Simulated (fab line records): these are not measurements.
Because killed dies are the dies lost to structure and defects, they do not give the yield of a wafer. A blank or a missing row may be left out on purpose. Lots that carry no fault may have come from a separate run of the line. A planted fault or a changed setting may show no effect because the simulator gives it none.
A struck lot beside a sound one    flow n5_finfet    40 steps out of a route of 1938
Sound: these wafers, L592.2, L592.3, L592.5. Struck: wafer L607.4 (left out: L607.3, a lot-mate that was not struck); the cause follows at the end.
Each step with rows lists, per side, the tool, then ch with its chambers, then its first start. Under that, the readings that differ: sound wafers    struck wafers    difference of the means    sigmas: that difference in standard deviations of wafers without a fault.
alike: words and numbers the same on both sides, and readings whose means are apart by under 2 such deviations; not compared: readings that were withheld, readings missing a value for some wafer, numbers with overlapping values and no deviation given by the record, and bounds like >300 which may hide the same value.
A row with sigmas, a row that says differs or no value, or rows on one side alone: a step with any of these is where the two part. Numbers that have no deviation but don't overlap get no sigmas and don't part them. A reading missing from all wafers of one side parts the sides only when that side holds two or more wafers.

first, 9 steps without rows for these wafers: N5_BEOL_M4_ANNEAL_95 (time 240 s); N5_BEOL_M4_SPUTTER_96 (material Cu, target thk 4.5 nm, time 8.29 s); N5_BEOL_M4_ECD_50 (material Cu, target thk 300 nm); N5_BEOL_M4_ANNEAL_51 (time 90 s); N5_BEOL_M4_CMP_52 (polishes, stops on SiOC, t overpolish 6.8 s, target thk 40 nm); N5_BEOL_M4_PRE_CLEAN_60 (time 15 s); N5_BEOL_M4_CO_CAP_55 (material Co, precursor CCTBA/H2, target thk 2 nm, time 102.1 s); N5_BEOL_M4_PRE_CLEAN_56 (time 15 s); N5_BEOL_M4_DEP_57 (deposits SiCN from 3MS/NH3, target thk 8 nm, time 14 s).
N5_BEOL_M4_RC_MEAS_101:
  sound on prober-01 ch 0, day 8 13:10; struck on prober-02 ch 0, day 12 15:52
reading         sound           struck  difference  sigmas
IOFF_P (nA/um)  0.16 0.16 0.15  0.29    +0.13       +3
ION_N (uA/um)   677 673 666     694     +22         +2
ION_P (uA/um)   450 455 453     482     +29         +4
VT_P (mV)       -257 -257 -256  -239    +18         +5
  alike: DIBL_N, DIBL_P, IOFF_N, SS_N, SS_P, VT_N
then, 24 steps without rows for these wafers: N5_BEOL_M5_ILD_DEP_00 (deposits SiCOH lowk from DEMS/porogen, target thk 140.64 nm, time 25.9 s); N5_BEOL_M5_CURE_79 (cures SiCOH lowk, time 240 s); N5_BEOL_M5_PECVD_70 (deposits SiO2 from TEOS/O2, target thk 16 nm, time 18 s); N5_BEOL_M5_HM_DEP_02 (deposits TiN, target thk 20 nm); N5_BEOL_M5_COAT_59 (time 60 s, resist thk 60 nm); N5_BEOL_M5_COAT_60 (time 60 s, resist thk 12 nm); N5_BEOL_M5_COAT_71 (time 60 s, resist thk 5 nm); N5_BEOL_M5_COAT_05 (resist thk 30 nm); N5_BEOL_M5_EBR_07; N5_BEOL_M5_SOFTBAKE_06 (time 60 s); N5_BEOL_M5_EXPOSE_08 (exposes mask M5, target cd 28 nm); N5_BEOL_M5_PEB_09 (peb time 60 s); N5_BEOL_M5_DEVELOP_10 (develop time 30 s); N5_BEOL_M5_DESCUM_16 (chemistry O2, time 7 s); N5_BEOL_M5_ETCH_72 (etches underlayer in N2/H2, target depth 6.5 nm, time 5.2 s); N5_BEOL_M5_ETCH_61 (etches SiARC in CF4, target depth 15.6 nm, time 26 s); N5_BEOL_M5_ETCH_62 (etches SOC in N2/H2, target depth 75 nm, overetch 15 nm, time 112.5 s); N5_BEOL_M5_STRIP_63 (strips in N2/H2); N5_BEOL_M5_STRIP_73 (strips in N2/H2); N5_BEOL_M5_STRIP_64 (strips in CF4); N5_BEOL_M5_HM_OPEN_17 (chemistry Cl2/BCl3, target TiN, target depth 20 nm, overetch 6 nm); N5_BEOL_M5_STRIP_19 (strips in O2); N5_BEOL_M5_COAT_65 (time 60 s, resist thk 60 nm); N5_BEOL_M5_COAT_66 (time 60 s, resist thk 12 nm).
N5_BEOL_M7_TRENCH_ETCH_37: etches SiCOH lowk in C4F6/O2, target depth 93.478 nm, time 31.2 s.
  sound on rie_diel-03 ch 0,2,3, day 9 18:28; struck on rie_diel-03 ch 3, day 13 18:56
reading                                     sound            struck  difference  sigmas
oes_product_au (a.u.)                       0.75 0.69 0.94   1.24    +0.45       +5
model.etch.depth_nm (nm)                    92.3 93.1 93.66  155.6   +62.6       
model.BEOL_M7.feature_depth_nm (nm)         92.4 93 93.6     155.6   +62.6       
model.TiN_of_BEOL_M7_HM_DEP_02.thk_nm (nm)  17.6 17.4 17.6   15.8    -1.7        
  alike: drypump_motor_current_A, oes_ar_750_au, rf_vpp_V, showerhead_plenum_p_Torr, throttle_valve_pct
  not compared: rf_hours_counter_h
N5_BEOL_M7_OCD_MEAS_38:
  sound on ocd-02 at day 9 18:38; struck on ocd-02 at day 13 19:06
reading               sound           struck  difference  sigmas
trench_depth_nm (nm)  92.8 92.9 94.1  155.8   +62.5       +33
N5_BEOL_M7_CMP_52: polishes, stops on SiCOH lowk, t overpolish 6.9 s, target thk 80 nm.
  sound on cmp-01 ch 1,3, day 9 21:14; struck on cmp-01 ch 3, day 13 21:13
reading                                 sound           struck  difference  sigmas
model.Cu_of_BEOL_M7_ECD_50.thk_nm (nm)  81.6 81.4 81.2  144     +63         
  alike: motor_current_A
N5_BEOL_M7_THK_MEAS_53: measures by xrf.
  sound on film_metro-01 at day 9 21:29; struck on film_metro-01 at day 13 21:31
reading      sound           struck  difference  sigmas
M7_THK (nm)  82.0 82.0 82.0  145.9   +63.9       +32
N5_BEOL_M7_RS_MEAS_57: uses a four-point probe to measure.
  sound on film_metro-01 at day 9 21:39; struck on film_metro-01 at day 13 21:40
reading         sound              struck  difference  sigmas
M7_RS (ohm/sq)  0.280 0.281 0.281  0.147   -0.134      -16
-- the record jumps here: 3 days lie between the struck wafers' starts before and after (it left off in module BEOL_M7 and takes up again in module PASSIVATION, whose first step shown is number 1936 of the route) --
N5_PASSIVATION_PROBE_49:
  sound on prober-01 at day 13 02:47; struck on prober-01 at day 16 20:46
reading                   sound           struck  difference  sigmas
defect_limited_yield (%)  91.8 90.8 92.1  6.9     -84.7       -56
killed_at_M0_to_M3        13 35 24        62      +38         +3
killed_at_M4_up           6 9 18          972     +961        +99 or more
killed_at_contacts        13 16 11        26      +13         +2
killed_dies               97 108 93       1099    +1000       +56
killed_on_rim             10 20 10        139     +126        +31
killed_short              26 29 31        45      +16         +2
sort_bin_5_function (%)   4.9 4.7 5.0     7.5     +2.6        +3
sort_n_pass               1083 1072 1087  81      -1000       -56
sort_yield_pct (%)        91.8 90.8 92.1  6.9     -84.7       -56
  alike: killed_at_front_end, killed_at_other, killed_open, sort_bin_6_memory

== WHERE THEY PART ==
Earliest at N5_BEOL_M4_RC_MEAS_101; latest, in this record, at N5_PASSIVATION_PROBE_49.

WHY: whatever the simulator had introduced
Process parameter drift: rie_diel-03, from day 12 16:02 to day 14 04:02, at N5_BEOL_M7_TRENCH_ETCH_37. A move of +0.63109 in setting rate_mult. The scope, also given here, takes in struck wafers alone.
